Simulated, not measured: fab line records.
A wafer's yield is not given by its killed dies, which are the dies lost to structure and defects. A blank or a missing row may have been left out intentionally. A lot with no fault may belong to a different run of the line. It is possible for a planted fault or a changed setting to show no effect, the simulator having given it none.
Split-lot study	flow n5 finfet	7 lots, 21 wafers read, on a route of 1938 steps

THE SPLIT ITSELF
At N5_HKMG_FIN_ETCH_55 (etches SOC in N2/H2, target depth 240 nm, time 300 s), the setting bias w was moved away from the recipe's 150 W on 8 of the 21 wafers read, by -13.4% to +8.4%. For the rest of the wafers, this setting stayed at what the recipe calls for.

The split's own step is where the reading is taken.

THE READING
rf vpp V, in V, at N5_HKMG_FIN_ETCH_55 (etches SOC in N2/H2, target depth 240 nm, time 300 s). On this fab line, fault-free wafers typically give 525.3 V with a standard deviation of 1.9 V.

wafer	tool, chamber at the split	bias w as run, W	against the recipe	rf vpp V, V	against lot-mates on the recipe
L075.1	rie diel-06, 2	150	recipe	526.5	-
L075.4	rie diel-06, 1	140.2	-6.5%	505.5	-21.3
L075.5	rie diel-06, 2	150	recipe	527.1	-
L083.2	rie diel-02, 0	150	recipe	527.2	-
L083.4	rie diel-02, 3	133.9	-10.7%	487.0	-39.3
L083.6	rie diel-02, 2	150	recipe	525.4	-
L082.1	rie diel-01, 0	157.7	+5.1%	542.2	+18.9
L082.4	rie diel-01, 3	150	recipe	523.2	-
L082.5	rie diel-01, 3	150	recipe	523.4	-
L090.1	rie diel-06, 1	150	recipe	525.9	-
L090.3	rie diel-06, 2	150	recipe	526.8	-
L090.6	rie diel-06, 2	150	recipe	527.1	-
L092.1	rie diel-01, 0	129.9	-13.4%	479.7	no lot-mate on the recipe
L092.2	rie diel-01, 3	129.9	-13.4%	479.6	no lot-mate on the recipe
L092.4	rie diel-01, 1	129.9	-13.4%	478.9	no lot-mate on the recipe
L094.1	rie diel-06, 2	150	recipe	526.3	-
L094.2	rie diel-06, 3	150	recipe	522.7	-
L094.6	rie diel-06, 1	150	recipe	525.2	-
L096.2	rie diel-01, 1	150	recipe	523.6	-
L096.4	rie diel-01, 3	162.6	+8.4%	551.4	+27.8
L096.6	rie diel-01, 0	162.6	+8.4%	553.3	+29.7

THE FIT
A straight line over all 21 wafers: rf vpp V changes by +3.38 V for each +1% of bias w; r = +1.00; the points scatter about the line by 1.6 V.
The same after taking each lot's own level away (the mean of its wafers on the recipe; 18 wafers): +3.51 V for each +1%; r = +1.00; scatter 1.1 V.
According to that fit, moving bias w by its largest amount changes the reading by 47 V.
Across the lots, their own levels run from 523.30 to 526.80 V, a range of 1.8 times the standard deviation given above.
The two slopes agree, so the slope changes little with the lot-to-lot level.
Check: for one of the wafers moved furthest among these (-10.7%), held out of the fit, the line's prediction against its lot-mates is -36.5 V. Against them it came out at -39.3 V.
Tool readings at the split's step, against how far the setting was moved: rf vpp V r = +1.00.

FURTHER SPLITS ON THESE WAFERS
Note: prior to the reading, these wafers also went through further splits. Each is held against what the fit with the lots' levels taken away leaves over:
other split on the same wafers	wafers away from the commonest value	r with rf vpp V (lot level and that fit taken away)
N5_SD_EPI_N_PRECLEAN_49 temp c	6	+0.47
N5_HKMG_FIN_PEB_47 peb time s	9	-0.07

FILE'S OWN FIT
rf vpp V changes by +3.53 V for each +1% of bias w, r = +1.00.
